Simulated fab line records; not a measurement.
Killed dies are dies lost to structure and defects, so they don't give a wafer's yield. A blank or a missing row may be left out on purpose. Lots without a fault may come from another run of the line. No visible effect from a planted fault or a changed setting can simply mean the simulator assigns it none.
Lot-split experiment || flow n5_finfet || 7 lots, 21 wafers read, on a route of 1938 steps

## THE SPLIT ITSELF
At N5_BEOL_M1_COAT_05 (resist thk 30 nm), the setting spin_rpm was moved away from the recipe's 1500 rpm on 8 of the 21 wafers read, by -9.5% to +10.2%. For the rest of the wafers, this setting stayed at what the recipe calls for.

## FROM THE SPLIT TO THE READING: what the file shows between them, 2 steps
- N5_BEOL_M1_EXPOSE_08: exposes mask M1 (also split here: dose_mj)
- N5_BEOL_M1_PEB_09: peb time 60 s

## THE READING
CAR-EUV_of_BEOL_M1_COAT_05.thk_nm (the simulator's own value, which no gauge read), in nm, at N5_BEOL_M1_DEVELOP_10 (develop time 30 s). The file does not state a usual value for it. Average 29.6 nm, standard deviation 0.11 nm, over the 13 wafers here run with the recipe.

{"wafer": "L078.4", "tool, chamber at the split": "litho_track-03, 0", "spin_rpm as run, rpm": 1500, "against the recipe": "recipe", "CAR-EUV_of_BEOL_M1_COAT_05.thk_nm, nm": 29.6, "against lot-mates on the recipe": "-"}
{"wafer": "L078.5", "tool, chamber at the split": "litho_track-03, 0", "spin_rpm as run, rpm": 1448, "against the recipe": "-3.5%", "CAR-EUV_of_BEOL_M1_COAT_05.thk_nm, nm": 30.2, "against lot-mates on the recipe": "+0.6"}
{"wafer": "L078.6", "tool, chamber at the split": "litho_track-03, 0", "spin_rpm as run, rpm": 1448, "against the recipe": "-3.5%", "CAR-EUV_of_BEOL_M1_COAT_05.thk_nm, nm": 30, "against lot-mates on the recipe": "+0.4"}
{"wafer": "L082.3", "tool, chamber at the split": "litho_track-05, 0", "spin_rpm as run, rpm": 1640, "against the recipe": "+9.3%", "CAR-EUV_of_BEOL_M1_COAT_05.thk_nm, nm": 28.4, "against lot-mates on the recipe": -1.2}
{"wafer": "L082.4", "tool, chamber at the split": "litho_track-05, 0", "spin_rpm as run, rpm": 1500, "against the recipe": "recipe", "CAR-EUV_of_BEOL_M1_COAT_05.thk_nm, nm": 29.6, "against lot-mates on the recipe": "-"}
{"wafer": "L082.5", "tool, chamber at the split": "litho_track-05, 0", "spin_rpm as run, rpm": 1500, "against the recipe": "recipe", "CAR-EUV_of_BEOL_M1_COAT_05.thk_nm, nm": 29.6, "against lot-mates on the recipe": "-"}
{"wafer": "L085.2", "tool, chamber at the split": "litho_track-05, 0", "spin_rpm as run, rpm": 1500, "against the recipe": "recipe", "CAR-EUV_of_BEOL_M1_COAT_05.thk_nm, nm": 29.6, "against lot-mates on the recipe": "-"}
{"wafer": "L085.3", "tool, chamber at the split": "litho_track-05, 0", "spin_rpm as run, rpm": 1500, "against the recipe": "recipe", "CAR-EUV_of_BEOL_M1_COAT_05.thk_nm, nm": 29.6, "against lot-mates on the recipe": "-"}
{"wafer": "L085.5", "tool, chamber at the split": "litho_track-05, 0", "spin_rpm as run, rpm": 1358, "against the recipe": "-9.5%", "CAR-EUV_of_BEOL_M1_COAT_05.thk_nm, nm": 31.2, "against lot-mates on the recipe": "+1.6"}
{"wafer": "L088.2", "tool, chamber at the split": "litho_track-04, 0", "spin_rpm as run, rpm": 1653, "against the recipe": "+10.2%", "CAR-EUV_of_BEOL_M1_COAT_05.thk_nm, nm": 28.2, "against lot-mates on the recipe": -1.6}
{"wafer": "L088.3", "tool, chamber at the split": "litho_track-04, 0", "spin_rpm as run, rpm": 1653, "against the recipe": "+10.2%", "CAR-EUV_of_BEOL_M1_COAT_05.thk_nm, nm": 28.4, "against lot-mates on the recipe": -1.4}
{"wafer": "L088.6", "tool, chamber at the split": "litho_track-04, 0", "spin_rpm as run, rpm": 1500, "against the recipe": "recipe", "CAR-EUV_of_BEOL_M1_COAT_05.thk_nm, nm": 29.8, "against lot-mates on the recipe": "-"}
{"wafer": "L089.1", "tool, chamber at the split": "litho_track-05, 0", "spin_rpm as run, rpm": 1423, "against the recipe": "-5.1%", "CAR-EUV_of_BEOL_M1_COAT_05.thk_nm, nm": 30.4, "against lot-mates on the recipe": "+0.8"}
{"wafer": "L089.2", "tool, chamber at the split": "litho_track-05, 0", "spin_rpm as run, rpm": 1423, "against the recipe": "-5.1%", "CAR-EUV_of_BEOL_M1_COAT_05.thk_nm, nm": 30.4, "against lot-mates on the recipe": "+0.8"}
{"wafer": "L089.5", "tool, chamber at the split": "litho_track-05, 0", "spin_rpm as run, rpm": 1500, "against the recipe": "recipe", "CAR-EUV_of_BEOL_M1_COAT_05.thk_nm, nm": 29.6, "against lot-mates on the recipe": "-"}
{"wafer": "L091.1", "tool, chamber at the split": "litho_track-03, 0", "spin_rpm as run, rpm": 1500, "against the recipe": "recipe", "CAR-EUV_of_BEOL_M1_COAT_05.thk_nm, nm": 29.4, "against lot-mates on the recipe": "-"}
{"wafer": "L091.5", "tool, chamber at the split": "litho_track-03, 0", "spin_rpm as run, rpm": 1500, "against the recipe": "recipe", "CAR-EUV_of_BEOL_M1_COAT_05.thk_nm, nm": 29.4, "against lot-mates on the recipe": "-"}
{"wafer": "L091.3", "tool, chamber at the split": "litho_track-03, 0", "spin_rpm as run, rpm": 1500, "against the recipe": "recipe", "CAR-EUV_of_BEOL_M1_COAT_05.thk_nm, nm": 29.6, "against lot-mates on the recipe": "-"}
{"wafer": "L093.2", "tool, chamber at the split": "litho_track-05, 0", "spin_rpm as run, rpm": 1500, "against the recipe": "recipe", "CAR-EUV_of_BEOL_M1_COAT_05.thk_nm, nm": 29.6, "against lot-mates on the recipe": "-"}
{"wafer": "L093.5", "tool, chamber at the split": "litho_track-05, 0", "spin_rpm as run, rpm": 1500, "against the recipe": "recipe", "CAR-EUV_of_BEOL_M1_COAT_05.thk_nm, nm": 29.6, "against lot-mates on the recipe": "-"}
{"wafer": "L093.6", "tool, chamber at the split": "litho_track-05, 0", "spin_rpm as run, rpm": 1500, "against the recipe": "recipe", "CAR-EUV_of_BEOL_M1_COAT_05.thk_nm, nm": 29.8, "against lot-mates on the recipe": "-"}

THE FIT
A straight line over all 21 wafers: CAR-EUV_of_BEOL_M1_COAT_05.thk_nm changes by -0.14 nm for each +1% of spin_rpm; r = -0.98; the points scatter about the line by 0.13 nm.
The same after taking each lot's own level away (the mean of its wafers on the recipe; 21 wafers): -0.149 nm for each +1%; r = -0.99; scatter 0.092 nm.
The reading moves by 1.5 nm for the largest change in spin_rpm, on that fit.
From 29.47 to 29.80 nm: that is the span of the lots' own levels, equal to 3.0 times the standard deviation above.
The two slopes agree, so the slope changes little with the lot-to-lot level.
Check: with one of the wafers moved furthest among these (+10.2%) left out of the fit, the line predicts -1.46 nm for it against its lot-mates. It came out at -1.6 nm against them.

## FURTHER SPLITS ON THESE WAFERS
Before the reading, these wafers also passed through other splits. Each is held against what the fit with the lots' levels taken away leaves over:
{"other split on the same wafers": "N5_BEOL_M1_EXPOSE_08 dose_mj", "wafers away from the commonest value": 6, "r with CAR-EUV_of_BEOL_M1_COAT_05.thk_nm (lot level and that fit taken away)": "+0.15"}

## THE WHOLE CHAIN: every reading that the file lists as answering this split, in the file's order
{"step": "N5_BEOL_M1_COAT_05", "what it does": "resist thk 30 nm", "reading": "CAR-EUV_of_BEOL_M1_COAT_05.thk_nm (the simulator's own value, which no gauge read)", "change (the file's fit)": "-0.145 nm for each +1% of the setting", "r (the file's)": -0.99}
{"step": "N5_BEOL_M1_DEVELOP_10", "what it does": "develop time 30 s", "reading": "CAR-EUV_of_BEOL_M1_COAT_05.thk_nm (the simulator's own value, which no gauge read)", "change (the file's fit)": "-0.149 nm for each +1% of the setting", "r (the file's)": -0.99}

## THE FILE'S OWN FIT
CAR-EUV_of_BEOL_M1_COAT_05.thk_nm changes by -0.149 nm for each +1% of spin_rpm, r = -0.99.
